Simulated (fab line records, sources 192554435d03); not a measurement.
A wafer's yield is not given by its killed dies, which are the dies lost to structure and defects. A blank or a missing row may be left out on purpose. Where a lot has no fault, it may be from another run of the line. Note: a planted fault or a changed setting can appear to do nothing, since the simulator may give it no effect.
A struck lot beside a sound one / flow n5 finfet / 14 steps out of a route of 1938
Sound: wafers L692.1, L692.3, L692.5. Struck: wafers L702.2, L702.5 (left out: L702.1, a lot-mate that was not struck); the cause follows at the end.
For every step that has rows: the tool of each side, followed by ch and its chambers, followed by its first start. Under that, the readings that differ: sound wafers / struck wafers / difference of the means / sigmas: that difference in standard deviations of wafers without a fault.
alike: words and numbers the same on both sides, and readings whose means are apart by under 2 such deviations; not compared: readings that were withheld, readings missing a value for some wafer, numbers with overlapping values and no deviation given by the record, and bounds like >300 which may hide the same value.
A row with sigmas, a row that says differs or no value, or rows on one side alone: a step with any of these is where the two part. Numbers that have no deviation but don't overlap get no sigmas and don't part them. Lack of a reading on every wafer of one side parts them only where that side has two or more wafers.

first, 1 step without rows for these wafers: N5_SD_EPI_P_DEVELOP_08 (develop time 30 s).
N5_SD_EPI_P_CD_MEAS_09: the cd target is 240 nm.
  sound on cd sem-02 ch 0, day 5 03:55; struck on cd sem-02 ch 0, day 7 09:42
  alike: cd nm
N5_SD_EPI_P_OVL_MEAS_10:
  sound on overlay-02 ch 0, day 5 03:57; struck on overlay-02 ch 0, day 7 09:44
  alike: SD_P_BLK_OVL
N5_SD_EPI_P_INSPECT_11: inspects for defects (macro).
  struck on defect inspect-01, day 7 09:45; sound on defect inspect-02, day 5 03:58
  alike: raw defect count
N5_SD_EPI_P_DESCUM_14: chemistry O2, time 7.9 s.
  sound on rie diel-06 ch 0,2,3, day 5 04:00; struck on rie diel-03 ch 0,3, day 7 10:01
  alike: drypump motor current A, o2 flow sccm, oes product au, rf fwd power W, rf vpp V, showerhead plenum p Torr, throttle valve pct
  not compared: rf hours counter h
then, 1 step without rows for these wafers: N5_SD_EPI_P_ETCH_36 (etches SiARC in CF4, target depth 45.5 nm, time 75.8 s).
N5_SD_EPI_P_ETCH_37: etches SOC in N2/H2, overetch 108 nm, time 486 s.
  sound on rie diel-06 ch 0,2,3, day 5 04:06; struck on rie diel-03 ch 0,3, day 7 10:06
  alike: drypump motor current A, oes product au, rf fwd power W, rf vpp V, showerhead plenum p Torr, throttle valve pct
  not compared: rf hours counter h
then, 1 step without rows for these wafers: N5_SD_EPI_P_STRIP_38 (strips in N2/H2).
N5_SD_EPI_P_ETCHBACK_46: etches SiNx in CH3F/O2, stops on SiO2, target depth 17.5 nm.
  sound on rie diel-06 ch 0,2,3, day 5 04:25; struck on rie diel-03 ch 0,3, day 7 10:25
  alike: drypump motor current A, mfc ar sccm, oes product au, rf fwd power W, rf vpp V, showerhead plenum p Torr, throttle valve pct
  not compared: rf hours counter h
N5_SD_EPI_P_ETCH_47: etches SiOCN in CH3F/O2, target depth 25 nm.
  sound on rie diel-06 ch 0,2,3, day 5 04:31; struck on rie diel-03 ch 0,3, day 7 10:31
  alike: drypump motor current A, mfc ar sccm, oes product au, rf fwd power W, rf vpp V, showerhead plenum p Torr, throttle valve pct
  not compared: rf hours counter h
N5_SD_EPI_P_ETCH_16: etches SiO2 in CHF3/O2, target depth 5 nm.
  sound on rie diel-06 ch 0,2,3, day 5 04:37; struck on rie diel-03 ch 0,3, day 7 10:37
  alike: drypump motor current A, mfc ar sccm, oes product au, rf fwd power W, rf vpp V, showerhead plenum p Torr, throttle valve pct
  not compared: rf hours counter h
then, 1 step without rows for these wafers: N5_SD_EPI_P_STRIP_50 (strips in CHF3/O2).
N5_SD_EPI_P_SD_RECESS_17: chemistry HBr/Cl2/O2, target depth 39.1 nm, bt time 3 s.
  sound on rie si-04 ch 0,1, day 5 04:41; struck on rie si-04 ch 1, day 7 10:41
reading=model.SD_EPI_P.feature depth nm (nm); sound=38.6 39 38.8; struck=22 22; difference=-17; sigmas=
reading=model.etch.depth nm (nm); sound=38.5 38.94 38.74; struck=22.08 21.94; difference=-16.72; sigmas=
  alike: drypump motor current A, oes product au, rf fwd power W, throttle valve pct
  not compared: rf hours counter h
then, 1 step without rows for these wafers: N5_SD_EPI_P_WET_ETCH_45 (etches SiO2 in dHF, time 10.7 s, target depth 2 nm, rinse time 30 s).

## WHERE THEY PART
Nowhere in this record.

WHY: what had been put in by the simulator
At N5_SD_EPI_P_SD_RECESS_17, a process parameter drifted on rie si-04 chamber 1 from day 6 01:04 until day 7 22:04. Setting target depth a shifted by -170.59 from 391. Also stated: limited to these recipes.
